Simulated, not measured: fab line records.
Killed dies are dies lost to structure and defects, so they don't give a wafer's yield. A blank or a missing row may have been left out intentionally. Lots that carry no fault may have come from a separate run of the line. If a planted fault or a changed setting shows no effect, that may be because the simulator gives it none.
The tool behind it: which one? | flow nandHarc | 11 lots, 33 wafers sampled, at 4 steps of a route of 1302

## WHAT THE GAUGES SHOWED, per wafer
NHARC_P_GATE_CD_MEAS_59: the cd target is 720 nm. Usual: cdNm 720.2 nm, standard deviation 1.5.
lot  | measured     | on       | cdNm (nm)         | flag
L519 | day 6 00:35  | cdSem-02 | 718.7 716.4 720.2 | 
L521 | day 6 15:01  | cdSem-02 | 722.6 721.3 720.5 | 
L526 | day 8 21:23  | cdSem-02 | 730.0 728.6 728.8 | OFF
L527 | day 9 05:14  | cdSem-01 | 729.2 730.5 730.3 | OFF
L533 | day 11 18:11 | cdSem-02 | 719.6 719.6 721.4 | 
L532 | day 11 18:55 | cdSem-03 | 720.2 719.0 717.6 | 
L535 | day 12 20:19 | cdSem-02 | 722.0 720.9 721.3 | 
L536 | day 12 22:14 | cdSem-02 | 723.0 720.8 721.9 | 
L539 | day 14 03:41 | cdSem-03 | 718.6 718.9 721.6 | 
L540 | day 14 16:56 | cdSem-01 | 719.8 718.5 717.6 | 
L541 | day 15 10:17 | cdSem-01 | 717.7 719.5 720.4 | 

## WHAT TOOL EACH LOT RAN ON (gives the tool, then ch and the chambers of the sampled wafers, and finally the start)
lot  | NHARC_P_GATE_DESCUM_13            | NHARC_P_GATE_STRIP_108            | NHARC_P_GATE_PEB_57
L519 | rieDiel-10 ch 0,1,2, day 4 20:55  | rieDiel-10 ch 0,2, day 5 11:49    | lithoTrack-07 ch 0, day 6 00:30
L521 | rieDiel-10 ch 0,1,3, day 5 10:26  | rieDiel-01 ch 1,2,3, day 6 02:05  | lithoTrack-03 ch 0, day 6 14:55
L526 | rieDiel-10 ch 0,2,3, day 7 15:40  | rieDiel-01 ch 0,1,3, day 8 06:14  | lithoTrack-03 ch 0, day 8 21:18
L527 | rieDiel-10 ch 0,3, day 8 01:52    | rieDiel-03 ch 1,2, day 8 16:19    | lithoTrack-03 ch 0, day 9 05:08
L533 | rieDiel-01 ch 0,1,2, day 10 10:43 | rieDiel-01 ch 0,2, day 11 05:22   | lithoTrack-07 ch 0, day 11 18:05
L532 | rieDiel-03 ch 0,3, day 10 10:52   | rieDiel-01 ch 0,1,3, day 11 06:07 | lithoTrack-05 ch 0, day 11 18:49
L535 | rieDiel-01 ch 2,3, day 11 13:36   | rieDiel-01 ch 0,1,2, day 12 07:25 | lithoTrack-03 ch 0, day 12 20:14
L536 | rieDiel-10 ch 1,2,3, day 11 17:19 | rieDiel-01 ch 0,1,2, day 12 09:35 | lithoTrack-03 ch 0, day 12 22:09
L539 | rieDiel-01 ch 1,2, day 12 23:32   | rieDiel-10 ch 2,3, day 13 14:45   | lithoTrack-03 ch 0, day 14 03:35
L540 | rieDiel-01 ch 1,2, day 13 11:38   | rieDiel-01 ch 0,1,3, day 14 04:11 | lithoTrack-05 ch 0, day 14 16:51
L541 | rieDiel-10 ch 2,3, day 13 22:12   | rieDiel-03 ch 1,2, day 14 21:28   | lithoTrack-07 ch 0, day 15 10:11
- NHARC_P_GATE_DESCUM_13: chemistry O2, time 3 s.
- NHARC_P_GATE_STRIP_108: strips in O2.
- NHARC_P_GATE_PEB_57: peb time 85 s.

## WHAT THE TOOLS THEMSELVES READ (means of the sampled wafers that have a number; where no wafer has one, the mark that the record gives instead)
NHARC_P_GATE_DESCUM_13. Usual: drypumpMotorCurrentA 5.6 A, standard deviation 0.38; oesProductAu 0.997 a.u., standard deviation 0.0099; rfVppV 57.7 V, standard deviation 0.86; showerheadPlenumPTorr 1.92 Torr, standard deviation 0.07; throttleValvePct 11.311 %, standard deviation 0.0096.
lot  | tool       | drypumpMotorCurrentA (A) | oesProductAu (a.u.) | rfVppV (V) | showerheadPlenumPTorr (Torr) | throttleValvePct (%) | flag
L519 | rieDiel-10 | 5.8                      | 0.999               | 57.4       | 1.97                         | 11.301               | 
L521 | rieDiel-10 | 5.7                      | 0.997               | 57.2       | 1.95                         | 11.317               | 
L526 | rieDiel-10 | 5.8                      | 0.996               | 57.9       | 1.96                         | 11.309               | 
L527 | rieDiel-10 | 5.9                      | 0.992               | 58.9       | 2.00                         | 11.298               | 
L533 | rieDiel-01 | 5.5                      | 0.995               | 58.4       | 1.90                         | 11.316               | 
L532 | rieDiel-03 | 5.6                      | 0.992               | 58.0       | 1.92                         | 11.304               | 
L535 | rieDiel-01 | 5.4                      | 0.992               | 57.6       | 1.85                         | 11.315               | 
L536 | rieDiel-10 | 5.6                      | 1.008               | 57.5       | 1.90                         | 11.310               | 
L539 | rieDiel-01 | 5.6                      | 0.995               | 57.5       | 1.94                         | 11.309               | 
L540 | rieDiel-01 | 5.7                      | 0.986               | 57.4       | 1.94                         | 11.321               | 
L541 | rieDiel-10 | 5.7                      | 1.012               | 57.7       | 1.92                         | 11.312               | 

NHARC_P_GATE_STRIP_108. Usual: drypumpMotorCurrentA 5.6 A, standard deviation 0.42; oesProductAu 0.998 a.u., standard deviation 0.0095; rfVppV 57.8 V, standard deviation 0.97; showerheadPlenumPTorr 3.53 Torr, standard deviation 0.12; throttleValvePct 17.036 %, standard deviation 0.009.
lot  | tool       | drypumpMotorCurrentA (A) | oesProductAu (a.u.) | rfVppV (V) | showerheadPlenumPTorr (Torr) | throttleValvePct (%) | flag
L519 | rieDiel-10 | 5.8                      | 0.996               | 59.5       | 3.64                         | 17.044               | 
L521 | rieDiel-01 | 5.5                      | 0.998               | 57.1       | 3.50                         | 17.032               | 
L526 | rieDiel-01 | 5.2                      | 1.004               | 58.1       | 3.50                         | 17.035               | 
L527 | rieDiel-03 | 5.7                      | 0.993               | 57.2       | 3.63                         | 17.027               | 
L533 | rieDiel-01 | 5.6                      | 0.996               | 57.6       | 3.45                         | 17.035               | 
L532 | rieDiel-01 | 5.2                      | 1.001               | 57.0       | 3.49                         | 17.040               | 
L535 | rieDiel-01 | 5.5                      | 0.997               | 57.1       | 3.51                         | 17.044               | 
L536 | rieDiel-01 | 5.5                      | 0.999               | 57.6       | 3.51                         | 17.038               | 
L539 | rieDiel-10 | 5.7                      | 1.013               | 57.7       | 3.49                         | 17.032               | 
L540 | rieDiel-01 | 5.2                      | 0.995               | 57.7       | 3.49                         | 17.039               | 
L541 | rieDiel-03 | 5.3                      | 0.993               | 57.9       | 3.61                         | 17.050               | 

NHARC_P_GATE_PEB_57. Usual: heaterPowerTotalW 163.97 W, standard deviation 0.26; plateTempC 118.00 C, standard deviation 0.12.
lot  | tool          | heaterPowerTotalW (W) | plateTempC (C) | flag
L519 | lithoTrack-07 | 163.90                | 118.02         | 
L521 | lithoTrack-03 | 163.66                | 118.16         | 
L526 | lithoTrack-03 | 179.65                | 126.28         | OFF
L527 | lithoTrack-03 | 178.43                | 126.33         | OFF
L533 | lithoTrack-07 | 163.98                | 117.98         | 
L532 | lithoTrack-05 | 163.76                | 118.01         | 
L535 | lithoTrack-03 | 163.91                | 118.01         | 
L536 | lithoTrack-03 | 164.07                | 117.90         | 
L539 | lithoTrack-03 | 164.13                | 117.94         | 
L540 | lithoTrack-05 | 164.17                | 117.95         | 
L541 | lithoTrack-07 | 163.99                | 117.90         | 

## THE ANSWER, worked out from the rows above alone
Rule: take the mean of a lot's wafers that have a number; if it is more than 3 standard deviations from the usual mean, the lot is off. A lot without any number at a reading at which 4 lots or more have one is off too. The other lots that the step has rows for count as sound. First the gauges in route order, then the tools' own readings, where a lot's mean is used as printed above. The first step at which some lot is off is used, and at that step the reading that is off furthest; a lot without a number counts as furthest.
Off at NHARC_P_GATE_CD_MEAS_59 (cdNm): L526, L527.
If a tool, at a process step before that reading, ran all the lots that are off and no sound lot after the first of them, it fits. Not tried: the gauges at NHARC_P_GATE_CD_MEAS_59; whatever is off there is also off at NHARC_P_GATE_PEB_57, on other tools, and gauge error can't account for it. Of those tried, none fits.

## WHAT THE SIMULATOR HAD PUT IN
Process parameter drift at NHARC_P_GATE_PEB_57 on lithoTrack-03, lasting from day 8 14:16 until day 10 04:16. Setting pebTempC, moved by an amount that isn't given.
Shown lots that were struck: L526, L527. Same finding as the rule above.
